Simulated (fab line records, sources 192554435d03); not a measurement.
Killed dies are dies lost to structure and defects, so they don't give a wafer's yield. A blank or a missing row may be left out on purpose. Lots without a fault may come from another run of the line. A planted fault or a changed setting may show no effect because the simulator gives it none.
fab line records | flow n5_finfet
record lots=5 wafers=15 last_day=20
route steps=1938 shown BEOL_M9@1410 PASSIVATION@1936
lots that met no fault: from a run of the same line without faults
start_h: hours from the record's first day to the start of the lot's first wafer shown | wait_h: hours since the lot's step before | " the same as in the row above | L1.1+2: a row that stands for several wafers | - no value, or no start given | * or withheld: withheld | < > ~ a bound
route shown NAME@n: a module of which the file shows steps, and the number in the route of the first | usual: mean/standard deviation of fault-free wafers | same: alike in all rows | chamber/n: place in a boat | sites: the reading at each site | _std_site: their standard deviation | _edge_site: outer sites' mean less inner sites' | radius_mm: how far each site lies from the wafer's centre | mask NAME#n: copy n | behind: the tool/chamber that last shaped the wafer | hold: why the lot was held/for how many hours/how that ended | device: the transistor (n, p or np) that didn't switch | end of line: the same wafers' tests at the end of the route | a step without rows: its recipe alone | killed: dies lost to structure and defects at the first sort, not the wafer's yield | map: a wafer's dies, x killed, . not, _ none there
set.NAME: the setting as run; set.NAME@STEP: as run at that earlier step | model.NAME: the simulator's own value behind a step, which no gauge read
lots at some steps of the route; a table a step, a row a wafer
services: from which hour (start_h, from the record's first day; less than 0 if before it) a tool's chamber was out of use, for how many hours, and why
## steps
# step N5_BEOL_M9_SOFTBAKE_06
# recipe temp_c=110 time_s=60 resist=CAR-ArF
# step N5_BEOL_M9_EXPOSE_08
# recipe mask_id=M9 na=1.35 source_shape=dipole sigma_inner=0.411 sigma_outer=0.611 polarization=te dose_mj=53.75
# step N5_BEOL_M9_PEB_09
# recipe peb_temp_c=withheld peb_time_s=60 resist=CAR-ArF
# step N5_BEOL_M9_DEVELOP_10
# recipe develop_time_s=30 developer=TMAH resist=CAR-ArF rinse_liquid=diw dry=air_spin dev_temp_c=23
# step N5_BEOL_M9_DESCUM_16
# recipe chemistry=O2 time_s=7.9 source_power_w=50 bias_power_w=20 pressure_mtorr=20 rf_frequency_hz=2.712e+07 temp_c=40 resist=CAR-ArF o2_flow_sccm=225
# step N5_BEOL_M9_ETCH_61
# recipe chemistry=CF4 target=SiARC target_depth_a=390 mask_material=CAR-ArF time_s=65 ion_energy_ev=80 pressure_mtorr=40 source_w=545 bias_w=36 Ar_flow_sccm=100 cf4_flow_sccm=100 ends=cleared
# step N5_BEOL_M9_ETCH_62
# recipe chemistry=N2/H2 target=SOC target_depth_a=1100 overetch_a=220 mask_material=SiARC temp_c=40 time_s=165 ion_energy_ev=200 pressure_mtorr=30 source_w=840 bias_w=150 n2_flow_sccm=200 h2_flow_sccm=200
# step N5_BEOL_M9_STRIP_68
# recipe chemistry=N2/H2 temp_c=40 n2_flow_sccm=200 h2_flow_sccm=200 rf_frequency_hz=6e+07
# step N5_BEOL_M9_STRIP_67
# recipe chemistry=CF4 resist=SiARC power_w=300 bias_power_w=75 pressure_mtorr=50 cf4_flow_sccm=150 rf_frequency_hz=6e+07
# step N5_BEOL_M9_HM_OPEN_17
# recipe chemistry=Cl2/BCl3 target_depth_a=200 overetch_a=60 target=TiN mask_material=SOC ion_energy_ev=150 pressure_mtorr=10 icp_w=1000 bias_w=126 Cl2_flow_sccm=53.25 bcl3_flow_sccm=21.75 Ar_flow_sccm=25
# usual drypump_motor_current_A=5.96/0.14 he_backside_leak_sccm=3.5/0.34 oes_product_au=0.68/0.065 throttle_valve_pct=22.03/0.27
# columns lot.wafer tool chamber start_h wait_h drypump_motor_current_A he_backside_leak_sccm oes_product_au rf_hours_counter_h throttle_valve_pct
L262.1 rie_metal-02 1 245.98 0.0 5.81 3.5 0.66 41 21.87
L262.4 " 0 " " 6.16 3.5 0.67 - 22.36
L262.5 " 0 " " 6.13 3.5 0.67 - 22.38
L271.1 rie_metal-02 1 327.68 0.0 5.81 3.5 0.64 50 21.85
L271.3 " 1 " " 5.85 3.6 0.63 - 21.85
L271.6 " 0 " " 6.18 5.4 0.65 - 22.39
L273.1 rie_metal-02 0 331.61 0.0 6.15 3.6 0.66 56 22.40
L273.5 " 0 " " 6.15 3.6 0.65 - 22.39
L273.6 " 1 " " 5.82 3.7 0.63 - 21.88
L270.1 rie_metal-02 1 346.06 0.0 5.82 3.5 0.64 52 21.86
L270.2 " 0 " " 6.14 3.6 0.65 57 22.39
L270.6 " 0 " " 6.14 3.6 0.65 - 22.38
L283.1 rie_metal-03 0 404.59 0.0 5.83 3.7 0.73 21 22.38
L283.4 " 0 " " 5.79 3.7 0.73 - 22.36
L283.5 " 0 " " 5.82 3.4 0.73 - 22.37
# step N5_BEOL_M9_STRIP_19
# recipe chemistry=O2 power_w=400 temp_c=40 pressure_mtorr=30 rf_frequency_hz=6e+07 bias_power_w=0 overash_fraction=0.2 o2_flow_sccm=225
# step N5_BEOL_M9_COAT_63
# recipe resist=SOC temp_c=250 time_s=60 spin_rpm=1500 resist_thk_nm=60
# step N5_BEOL_M9_COAT_64
# recipe resist=SiARC temp_c=220 time_s=60 spin_rpm=1500 resist_thk_nm=12
# step N5_BEOL_M9_COAT_75
# recipe resist=underlayer temp_c=205 time_s=60 spin_rpm=1500 resist_thk_nm=5
# step N5_BEOL_M9_COAT_22
# recipe resist=CAR-EUV spin_rpm=1500 resist_thk_nm=30
# step N5_BEOL_M9_EBR_24
# recipe solvent=PGMEA ebr_width_mm=1.5
# step N5_BEOL_M9_SOFTBAKE_23
# recipe temp_c=110 time_s=60 resist=CAR-EUV
# step N5_BEOL_M9_EXPOSE_25
# recipe mask_id=V8 na=0.33 source_shape=annular sigma_inner=0.4 sigma_outer=0.8 polarization=unpolarized dose_mj=37.25
# step N5_BEOL_M9_PEB_26
# recipe peb_temp_c=100 peb_time_s=60 resist=CAR-EUV
# step N5_BEOL_M9_DEVELOP_27
# recipe develop_time_s=30 developer=TMAH resist=CAR-EUV rinse_liquid=surfactant_rinse dry=air_spin dev_temp_c=23
# step N5_BEOL_M9_INSPECT_30
# recipe mode=adi inspect_instrument=brightfield
# usual raw_defect_count=415/100
# columns lot.wafer tool chamber start_h wait_h raw_defect_count
L262.1 defect_inspect-02 - 246.94 0.1 298
L262.4 " - " " 269
L262.5 " - " " 272
L271.1 defect_inspect-01 - 330.02 0.1 319
L271.3 " - " " 318
L271.6 " - " " 1319
L273.1 defect_inspect-02 - 333.43 0.1 1523
L273.5 " - " " 1715
L273.6 " - " " 379
L270.1 defect_inspect-02 - 346.68 0.1 380
L270.2 " - " " 1464
L270.6 " - " " 1284
L283.1 defect_inspect-01 - 406.65 0.1 567
L283.4 " - " " 499
L283.5 " - " " 443
# step N5_BEOL_M9_DESCUM_33
# recipe chemistry=O2 time_s=7 source_power_w=50 bias_power_w=20 pressure_mtorr=20 rf_frequency_hz=2.712e+07 temp_c=40 resist=CAR-EUV o2_flow_sccm=225
# step N5_PASSIVATION_PROBE_49
# usual defect_limited_yield=91.6/1.6 killed_at_M0_to_M3=32/9.7 killed_at_M4_up=13/4.4 killed_at_contacts=12/6.5 killed_at_front_end=38/12 killed_at_other=3.7/3 killed_dies=99/18 killed_open=66/14 killed_short=32/7.5 sort_bin_5_function=4.9/1 sort_bin_6_memory=3.2/0.73 sort_n_pass=1081/18 sort_yield_pct=91.6/1.6
# same gross_dies=1180 killed_at_back_side=0 sort_bin_4_leakage[%]=0 sort_bin_8_speed[%]=0
# columns lot.wafer tool chamber start_h wait_h defect_limited_yield[%] killed_at_M0_to_M3 killed_at_M4_up killed_at_contacts killed_at_front_end killed_at_other killed_dies killed_open killed_short sort_bin_5_function[%] sort_bin_6_memory[%] sort_n_pass sort_yield_pct[%]
L273.1 prober-01 - 389.91 0.0 78.4 45 167 7 35 1 255 70 32 12.1 5.0 925 78.4
L273.5 prober-01 - 390.11 0.2 80.7 25 162 11 28 2 228 57 24 11.8 3.6 952 80.7
L271.6 prober-02 - 393.56 0.3 78.6 34 159 13 42 5 253 69 37 13.3 3.9 927 78.6
L270.2 prober-02 - 408.36 0.1 79.3 23 161 20 36 4 244 60 32 11.6 5.1 936 79.3
L270.6 prober-02 - 408.56 0.3 82.9 18 148 11 22 3 202 44 20 10.2 3.6 978 82.9
# killed by level:class
L273.1 BEOL_M9:unspecified=153 BEOL_M1:geometric_particle:open=12 FIN_SAQP:geometric_particle:short=10 FIN_SAQP:geometric_particle:open=9 BEOL_M2:geometric_particle:open=9 BEOL_M4:geometric_particle:open=7 MOL_CONTACT_COAG:geometric_particle:open=6 BEOL_M0_SAQP:geometric_particle:open=6
L273.5 BEOL_M9:unspecified=147 STI_FIN_REVEAL:geometric_particle:open=9 MOL_CONTACT_COAG:geometric_particle:open=9 BEOL_M3:geometric_particle:open=9 FIN_SAQP:geometric_particle:open=8 BEOL_M2:geometric_particle:open=7 BEOL_M4:geometric_particle:open=6 FIN_SAQP:geometric_particle:short=3
L271.6 BEOL_M9:unspecified=147 FIN_SAQP:geometric_particle:short=10 MOL_CONTACT_COAG:geometric_particle:open=9 BEOL_M4:geometric_particle:open=8 BEOL_M0_SAQP:geometric_particle:short=7 STI_FIN_REVEAL:geometric_particle:open=7 FIN_SAQP:geometric_particle:open=6 BEOL_M0_SAQP:geometric_particle:open=6
L270.2 BEOL_M9:unspecified=151 MOL_CONTACT_COAG:geometric_particle:open=16 STI_FIN_REVEAL:geometric_particle:open=7 BEOL_M0_SAQP:geometric_particle:open=7 GATE_CUT:geometric_particle:open=6 BEOL_M0_SAQP:geometric_particle:short=6 BEOL_M3:geometric_particle:open=4 BEOL_M5:geometric_particle:open=4
L270.6 BEOL_M9:unspecified=138 MOL_CONTACT_COAG:geometric_particle:open=8 BEOL_M1:geometric_particle:open=6 BEOL_M3:geometric_particle:open=6 DUMMY_GATE:geometric_particle:open=5 BEOL_M7:geometric_particle:open=4 DUMMY_GATE:geometric_particle:short=3 MOL_CONTACT_COAG:geometric_particle:short=3
# map L270.2 (x killed, . not)
_________________.........x.x________________
______________.............x..x._____________
___________.x..x...................__________
__________......x..................._________
________.................x..x..x......_______
_______.......x................x.....x.______
______x.....x......x.......x............_____
_____....................................____
____.............x.......x................___
___.........x.........x......x..x.......x..__
___..x...x.....xx...xx....xxx...x...x....xx__
__.............xx.x.xxxxx.x................._
__.x...........x..x.xxxxxxxx.x........x....._
_.........x...xxxxxxxxxxxxxxxxx..............
_.x.........xx.xxxxxxxxxxxxxxx.........x....x
_..x........x..xxxxxxxxxxxxxxxx..............
_..............xxxxxxxxxxxxxxx.x........x..x.
_............x.xxxxxxxxxxxxxxx..x.....x.xx...
_x...........x..xxxxxxxxxxxx.x.xx............
_.............x.xxxxxxxxxxxxxx..x.x..........
_..................xxxxxxx...x..x.........x..
__.x........xx...xx.x.x.xxx................._
__...x..x...x...x...xx..xxx................._
___........x.......xx..x.........x.........__
___....................x...................__
____.......x.........x....................___
_____..x..x....x....x....x...x..x.....x..____
______x....x..............x............._____
_______x..........x..........xx........______
________.............................x_______
__________..................x......._________
___________.........x.............x__________
______________.................._____________
_________________x...........________________
# map L271.6 (x killed, . not)
_________________............________________
______________..x.........x....._____________
___________...........x............__________
__________.............x.....x......_________
________..x..........x..x......x.x...._______
_______......x..x......................______
______x....................x.x.........._____
_____....x............x.................x____
____.x..........x......x..x...............___
___.x..........xx.....xxx..................__
___.xxx......x......xxxxxx.................__
__.......x......xxxxxxxxxx.xx.........x....._
__.............xxxxxxxxxxxxx.x....x........._
_............x...xxxxxxxxxxxx..x...x.........
_...........x.x.xxxxxxxxxxxxx.x.x...x....xx..
_..x.....x..x..xxxxxxxxxxxxxxxx........x.....
_...x..x..x.....xxxxxxxxxxxxx..............x.
_xx....x........xxxxxxxxxxxxxx...x...........
_................xxxxxxxxxxx.x.x.............
_.x.............xxxxxxxxxxxxxx..x............
_..................xxxxxxxxx..x....x....x....
__x......xx........xxxxx.xx..............x.._
__...........x....x...x..x.x.x.x............_
___.xx.xx.....x.x.......x..x.........x.....__
___x.......xx....................xx........__
____xx..x..................x..............___
_____.......x..................x.........____
______.......x...............x.x.....x.x_____
_______........x........x..x....x......______
________...x...............x.........._______
__________.....x...................._________
___________...............x......xx__________
______________.............x...._____________
_________________........x...________________
## services
# columns tool chamber start_h hours kind
rie_metal-03 0 249.06 38.5 repair
## key
first_sign step=N5_BEOL_M9_INSPECT_30 reading=raw_defect_count direction=up sigmas=10 usual=415 struck=1461
effect step=N5_PASSIVATION_PROBE_49 reading=killed_at_M4_up direction=up sigmas=33 usual=13 struck=159
more_kills_born_at N5_BEOL_M9_HM_OPEN_17@rie_metal-02=736
met_at N5_BEOL_M9_HM_OPEN_17
struck_wafers L270.2,L270.6,L271.6,L273.1,L273.5
onset_between 245.98 327.68
fault kind=chamber_particle_source tool=rie_metal-02 chamber=0 onset_h=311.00 steps=N5_BEOL_M9_HM_OPEN_17 rate_per_visit_cm2=1.5963 end_h=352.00
